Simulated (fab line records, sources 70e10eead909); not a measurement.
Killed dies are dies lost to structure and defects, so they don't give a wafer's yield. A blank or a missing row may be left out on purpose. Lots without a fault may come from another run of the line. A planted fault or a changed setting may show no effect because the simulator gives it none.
Chamber matching | flow nand_harc | NHARC_A_CONTACT_DEP_85 on pecvd-04: 3 sister chambers
The step deposits SiON, target thk 60 nm. 6 wafers are shown with their chamber, then 7 later ones without.

WAFERS WITH THEIR CHAMBER
wafer  | chamber | heater_power_w (W)
L089.5 | 2       | 920
L090.1 | 1       | 865
L090.4 | 2       | 874
L090.6 | 0       | 625
L091.3 | 0       | 688
L091.5 | 1       | 835

WAFERS WITHOUT THEIR CHAMBER
wafer  | heater_power_w (W)
L091.6 | 740
L092.1 | 730
L092.5 | 833
L092.6 | 718
L096.1 | 922
L096.3 | 650
L096.6 | 914

WHICH CHAMBER EACH WENT THROUGH
wafer  | from the rows above     | in truth
L091.6 | can't be placed: 0 or 1 | 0
L092.1 | can't be placed: 0 or 1 | 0
L092.5 | can't be placed: 1 or 2 | 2
L092.6 | 0                       | 0
L096.1 | can't be placed: 2 or 1 | 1
L096.3 | 0                       | 0
L096.6 | can't be placed: 2 or 1 | 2
Placed correctly: 2 of 7. Can't be placed from these rows: 5 (the true chamber is among the candidates in 5). Placed wrongly: 0.
How it was worked out, from the rows above alone: a wafer's distance from a chamber is the root of the sum, over the readings, of the square of ((its reading less the chamber's mean) divided by the reading's scatter). The wafer belongs to the nearest chamber; if the next one is less than 2 further off, it can't be placed. A chamber's mean is the mean of its shown wafers. The scatter: the root of (the sum of the squares of (reading less its chamber's mean) over the shown wafers, divided by (wafers less chambers)).
